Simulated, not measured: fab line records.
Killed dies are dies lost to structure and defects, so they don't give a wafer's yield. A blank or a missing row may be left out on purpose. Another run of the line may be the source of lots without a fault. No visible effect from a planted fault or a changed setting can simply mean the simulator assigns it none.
Which tool was responsible? :: flow n5 finfet :: 26 wafers from 10 lots sampled at 5 of the route's 1938 steps

WHAT THE GAUGES SHOWED, per wafer
N5_BEOL_M4_RC_MEAS_101. Usual: DIBL_N 37.7 mV/V, standard deviation 2; DIBL_P 37.7 mV/V, standard deviation 2.3; IOFF_N 0.18 nA/um, standard deviation 0.039; IOFF_P 0.23 nA/um, standard deviation 0.042; ION_N 681 uA/um, standard deviation 12; ION_P 463 uA/um, standard deviation 8; SS_N 71.9 mV/dec, standard deviation 0.68; SS_P 73.6 mV/dec, standard deviation 0.71; VT_N 248 mV, standard deviation 3.2; VT_P -249 mV, standard deviation 3.1.
lot: L349
measured: day 12 09:55
on: prober-01
DIBL_N (mV/V): 36.0 41.0 37.1
DIBL_P (mV/V): 33.5 39.8 35.3
IOFF_N (nA/um): 0.15 0.31 0.17
IOFF_P (nA/um): 0.17 0.28 0.20
ION_N (uA/um): 683 702 672
ION_P (uA/um): 459 465 459
SS_N (mV/dec): 71.5 72.3 71.9
SS_P (mV/dec): 73.2 74.6 73.7
VT_N (mV): 248 239 247
VT_P (mV): -252 -246 -250
flag: 

lot: L351
measured: day 12 12:42
on: prober-02
DIBL_N (mV/V): 38.0 37.4
DIBL_P (mV/V): 37.0 37.3
IOFF_N (nA/um): 0.19 0.16
IOFF_P (nA/um): 0.20 0.21
ION_N (uA/um): 692 681
ION_P (uA/um): 462 459
SS_N (mV/dec): 71.4 71.2
SS_P (mV/dec): 73.3 73.3
VT_N (mV): 247 249
VT_P (mV): -252 -252
flag: 

lot: L353
measured: day 12 17:31
on: prober-02
DIBL_N (mV/V): 36.9 35.0
DIBL_P (mV/V): 37.8 34.6
IOFF_N (nA/um): 0.16 0.14
IOFF_P (nA/um): 0.22 0.18
ION_N (uA/um): 654 679
ION_P (uA/um): 455 455
SS_N (mV/dec): 71.3 71.2
SS_P (mV/dec): 74.1 73.2
VT_N (mV): 252 250
VT_P (mV): -251 -253
flag: 

lot: L354
measured: day 13 17:27
on: prober-01
DIBL_N (mV/V): 38.0 36.3
DIBL_P (mV/V): 39.8 37.5
IOFF_N (nA/um): 0.20 0.16
IOFF_P (nA/um): 0.25 0.21
ION_N (uA/um): 684 684
ION_P (uA/um): 466 469
SS_N (mV/dec): 72.1 72.1
SS_P (mV/dec): 75.0 73.8
VT_N (mV): 244 252
VT_P (mV): -250 -249
flag: 

lot: L358
measured: day 14 11:06
on: prober-02
DIBL_N (mV/V): 34.1 36.3 34.2
DIBL_P (mV/V): 34.6 37.9 35.2
IOFF_N (nA/um): 0.14 0.19 0.16
IOFF_P (nA/um): 0.18 0.24 0.19
ION_N (uA/um): 668 697 689
ION_P (uA/um): 453 472 470
SS_N (mV/dec): 70.5 72.3 71.6
SS_P (mV/dec): 72.2 73.2 73.5
VT_N (mV): 250 247 247
VT_P (mV): -252 -248 -249
flag: 

lot: L360
measured: day 14 15:04
on: prober-02
DIBL_N (mV/V): 40.5 34.8 39.7
DIBL_P (mV/V): 39.8 32.8 38.2
IOFF_N (nA/um): 0.25 0.13 0.21
IOFF_P (nA/um): 0.26 0.16 0.23
ION_N (uA/um): 689 669 681
ION_P (uA/um): 464 452 462
SS_N (mV/dec): 72.8 70.7 72.7
SS_P (mV/dec): 74.4 72.4 73.4
VT_N (mV): 242 250 246
VT_P (mV): -247 -253 -252
flag: 

lot: L364
measured: day 15 22:14
on: prober-02
DIBL_N (mV/V): 37.4 36.1
DIBL_P (mV/V): 38.8 37.4
IOFF_N (nA/um): 0.16 0.15
IOFF_P (nA/um): 0.23 0.20
ION_N (uA/um): 663 674
ION_P (uA/um): 454 456
SS_N (mV/dec): 71.4 71.9
SS_P (mV/dec): 74.0 73.9
VT_N (mV): 254 252
VT_P (mV): -251 -252
flag: 

lot: L366
measured: day 16 00:22
on: prober-01
DIBL_N (mV/V): 38.0 37.0 39.6
DIBL_P (mV/V): 36.7 35.4 38.5
IOFF_N (nA/um): 0.18 0.16 0.20
IOFF_P (nA/um): 0.22 0.20 0.24
ION_N (uA/um): 665 677 681
ION_P (uA/um): 457 462 463
SS_N (mV/dec): 71.2 71.2 72.0
SS_P (mV/dec): 73.7 73.1 74.4
VT_N (mV): 248 248 246
VT_P (mV): -250 -249 -251
flag: 

lot: L368
measured: day 17 01:41
on: prober-01
DIBL_N (mV/V): 38.0 33.6 35.8
DIBL_P (mV/V): 40.6 34.2 36.5
IOFF_N (nA/um): 0.18 0.11 0.15
IOFF_P (nA/um): 0.23 0.14 0.17
ION_N (uA/um): 686 645 675
ION_P (uA/um): 471 444 454
SS_N (mV/dec): 72.0 71.2 71.7
SS_P (mV/dec): 73.7 71.8 73.3
VT_N (mV): 247 256 251
VT_P (mV): -252 -253 -256
flag: 

lot: L369
measured: day 17 01:52
on: prober-02
DIBL_N (mV/V): 38.5 35.3 36.5
DIBL_P (mV/V): 36.9 35.0 36.6
IOFF_N (nA/um): 0.20 0.15 0.15
IOFF_P (nA/um): 0.21 0.19 0.20
ION_N (uA/um): 681 682 671
ION_P (uA/um): 464 464 457
SS_N (mV/dec): 72.8 71.3 71.7
SS_P (mV/dec): 73.6 73.6 73.2
VT_N (mV): 247 248 251
VT_P (mV): -249 -249 -249
flag: 

N5_BEOL_M8_CD_MEAS_35: target cd 40 nm. Usual: cd nm 39.4 nm, standard deviation 0.71.
lot: L349
measured: day 14 00:46
on: cd sem-02
cd nm (nm): 39.8 39.8 39.3
flag: 

lot: L351
measured: day 14 07:20
on: cd sem-02
cd nm (nm): 39.4 38.0
flag: 

lot: L353
measured: day 14 09:47
on: cd sem-03
cd nm (nm): 40.0 38.2
flag: 

lot: L354
measured: day 15 06:32
on: cd sem-03
cd nm (nm): 39.1 39.8
flag: 

lot: L358
measured: day 15 22:56
on: cd sem-02
cd nm (nm): 39.3 39.7 40.3
flag: 

lot: L360
measured: day 16 01:38
on: cd sem-02
cd nm (nm): 39.2 40.6 40.0
flag: 

lot: L364
measured: day 17 11:01
on: cd sem-03
cd nm (nm): 39.9 40.5
flag: 

lot: L366
measured: day 17 07:34
on: cd sem-01
cd nm (nm): 40.1 39.1 40.1
flag: 

lot: L368
measured: day 18 11:52
on: cd sem-03
cd nm (nm): 39.1 39.9 37.9
flag: 

lot: L369
measured: day 18 17:27
on: cd sem-03
cd nm (nm): 40.4 39.2 39.0
flag: 

N5_BEOL_M9_THK_MEAS_01. Usual: M9_ILD_THK gives 268 nm (standard deviation 4.6).
lot: L349
measured: day 14 05:07
on: film metro-02
M9_ILD_THK (nm): 258 265 270
flag: 

lot: L351
measured: day 14 13:07
on: film metro-02
M9_ILD_THK (nm): 265 269
flag: 

lot: L353
measured: day 14 13:24
on: film metro-01
M9_ILD_THK (nm): 96 272
flag: OFF

lot: L354
measured: day 15 09:20
on: film metro-01
M9_ILD_THK (nm): 99 263
flag: OFF

lot: L358
measured: day 16 02:41
on: film metro-01
M9_ILD_THK (nm): 101 267 269
flag: OFF

lot: L360
measured: day 16 04:43
on: film metro-02
M9_ILD_THK (nm): 278 276 273
flag: 

lot: L364
measured: day 17 14:23
on: film metro-02
M9_ILD_THK (nm): 270 273
flag: 

lot: L366
measured: day 17 11:52
on: film metro-02
M9_ILD_THK (nm): 269 273 274
flag: 

lot: L368
measured: day 18 15:10
on: film metro-01
M9_ILD_THK (nm): 268 264 268
flag: 

lot: L369
measured: day 18 21:53
on: film metro-01
M9_ILD_THK (nm): 262 265 265
flag: 

WHICH TOOL RAN EACH LOT (tool, then ch and the chambers of the sampled wafers, then the start)
lot: L349
N5_BEOL_M8_ALD_77: ald metal-04 ch 1,2,3, day 14 01:14
N5_BEOL_M9_ILD_DEP_00: pecvd-03 ch 0,1, day 14 04:32

lot: L351
N5_BEOL_M8_ALD_77: ald metal-01 ch 2,3, day 14 09:44
N5_BEOL_M9_ILD_DEP_00: pecvd-03 ch 0, day 14 12:29

lot: L353
N5_BEOL_M8_ALD_77: ald metal-01 ch 0,1, day 14 10:23
N5_BEOL_M9_ILD_DEP_00: pecvd-03 ch 0,1, day 14 12:46

lot: L354
N5_BEOL_M8_ALD_77: ald metal-01 ch 1,3, day 15 07:11
N5_BEOL_M9_ILD_DEP_00: pecvd-03 ch 1,2, day 15 08:44

lot: L358
N5_BEOL_M8_ALD_77: ald metal-02 ch 0,1,3, day 15 23:37
N5_BEOL_M9_ILD_DEP_00: pecvd-03 ch 0,2, day 16 02:04

lot: L360
N5_BEOL_M8_ALD_77: ald metal-01 ch 0,1, day 16 02:20
N5_BEOL_M9_ILD_DEP_00: pecvd-02 ch 0,1, day 16 04:08

lot: L364
N5_BEOL_M8_ALD_77: ald metal-04 ch 0,1, day 17 12:09
N5_BEOL_M9_ILD_DEP_00: pecvd-02 ch 0,1, day 17 13:47

lot: L366
N5_BEOL_M8_ALD_77: ald metal-04 ch 0,3, day 17 08:16
N5_BEOL_M9_ILD_DEP_00: pecvd-02 ch 0,1, day 17 11:06

lot: L368
N5_BEOL_M8_ALD_77: ald metal-02 ch 0,1,2, day 18 12:47
N5_BEOL_M9_ILD_DEP_00: pecvd-04 ch 0,1,2, day 18 14:35

lot: L369
N5_BEOL_M8_ALD_77: ald metal-01 ch 0,3, day 18 19:38
N5_BEOL_M9_ILD_DEP_00: pecvd-03 ch 1,2, day 18 21:17
- N5_BEOL_M8_ALD_77: deposits TaN, target thk 2 nm, pulse time 2 s, purge time 3 s.
- N5_BEOL_M9_ILD_DEP_00: deposits SiCOH lowk from DEMS/porogen, target thk 308.51 nm, time 58 s.

WHAT THE TOOLS THEMSELVES READ (means of the sampled wafers that have a number; where no wafer has one, the mark that the record gives instead)
N5_BEOL_M8_ALD_77. Usual: heater power w 436 W, standard deviation 50.
lot: L349
tool: ald metal-04
heater power w (W): 446
flag: 

lot: L351
tool: ald metal-01
heater power w (W): 416
flag: 

lot: L353
tool: ald metal-01
heater power w (W): 425
flag: 

lot: L354
tool: ald metal-01
heater power w (W): 478
flag: 

lot: L358
tool: ald metal-02
heater power w (W): 398
flag: 

lot: L360
tool: ald metal-01
heater power w (W): 447
flag: 

lot: L364
tool: ald metal-04
heater power w (W): 470
flag: 

lot: L366
tool: ald metal-04
heater power w (W): 481
flag: 

lot: L368
tool: ald metal-02
heater power w (W): 387
flag: 

lot: L369
tool: ald metal-01
heater power w (W): 425
flag: 

N5_BEOL_M9_ILD_DEP_00. Usual: heater power w 321 W, standard deviation 78; run length s 100.9 s, standard deviation 0.58; showerhead plenum p Torr 5.737 Torr, standard deviation 0.018; throttle valve pct 14.1 %, standard deviation 0.51.
lot: L349
tool: pecvd-03
heater power w (W): 221
run length s (s): 100.6
showerhead plenum p Torr (Torr): 5.726
throttle valve pct (%): 14.4
flag: 

lot: L351
tool: pecvd-03
heater power w (W): 221
run length s (s): 100.7
showerhead plenum p Torr (Torr): 5.732
throttle valve pct (%): 14.2
flag: 

lot: L353
tool: pecvd-03
heater power w (W): 222
run length s (s): 82.5
showerhead plenum p Torr (Torr): 5.729
throttle valve pct (%): 14.2
flag: OFF

lot: L354
tool: pecvd-03
heater power w (W): 300
run length s (s): 83.2
showerhead plenum p Torr (Torr): 5.735
throttle valve pct (%): 13.9
flag: OFF

lot: L358
tool: pecvd-03
heater power w (W): 267
run length s (s): 89.0
showerhead plenum p Torr (Torr): 5.745
throttle valve pct (%): 13.7
flag: OFF

lot: L360
tool: pecvd-02
heater power w (W): 369
run length s (s): 100.5
showerhead plenum p Torr (Torr): 5.730
throttle valve pct (%): 14.5
flag: 

lot: L364
tool: pecvd-02
heater power w (W): 341
run length s (s): 101.2
showerhead plenum p Torr (Torr): 5.733
throttle valve pct (%): 14.3
flag: 

lot: L366
tool: pecvd-02
heater power w (W): 349
run length s (s): 100.9
showerhead plenum p Torr (Torr): 5.732
throttle valve pct (%): 14.1
flag: 

lot: L368
tool: pecvd-04
heater power w (W): 405
run length s (s): 100.7
showerhead plenum p Torr (Torr): 5.722
throttle valve pct (%): 14.0
flag: 

lot: L369
tool: pecvd-03
heater power w (W): 292
run length s (s): 100.8
showerhead plenum p Torr (Torr): 5.739
throttle valve pct (%): 14.4
flag: 

THE ANSWER, worked out from the rows above alone
Rule: a lot counts as off when the mean over its wafers that have a number is more than 3 standard deviations away from the usual mean. Also off: a lot with no number at a reading for which 4 or more lots have one. Where the step has rows for the other lots, those lots are counted as sound. First the gauges in route order, then the tools' own readings, where a lot's mean is used as printed above. The first step at which some lot is off is used, and at that step the reading that is off furthest; a lot without a number counts as furthest.
Off: L353, L354, L358, at N5_BEOL_M9_THK_MEAS_01 (M9_ILD_THK).
If a tool, at a process step before that reading, ran all the lots that are off and no sound lot after the first of them, it fits. The gauges at N5_BEOL_M9_THK_MEAS_01 aren't tried: what is off there is off at N5_BEOL_M9_ILD_DEP_00 too, on other tools, and a gauge's error can't cause that. None of those tried fits.

WHAT THE SIMULATOR HAD INSERTED
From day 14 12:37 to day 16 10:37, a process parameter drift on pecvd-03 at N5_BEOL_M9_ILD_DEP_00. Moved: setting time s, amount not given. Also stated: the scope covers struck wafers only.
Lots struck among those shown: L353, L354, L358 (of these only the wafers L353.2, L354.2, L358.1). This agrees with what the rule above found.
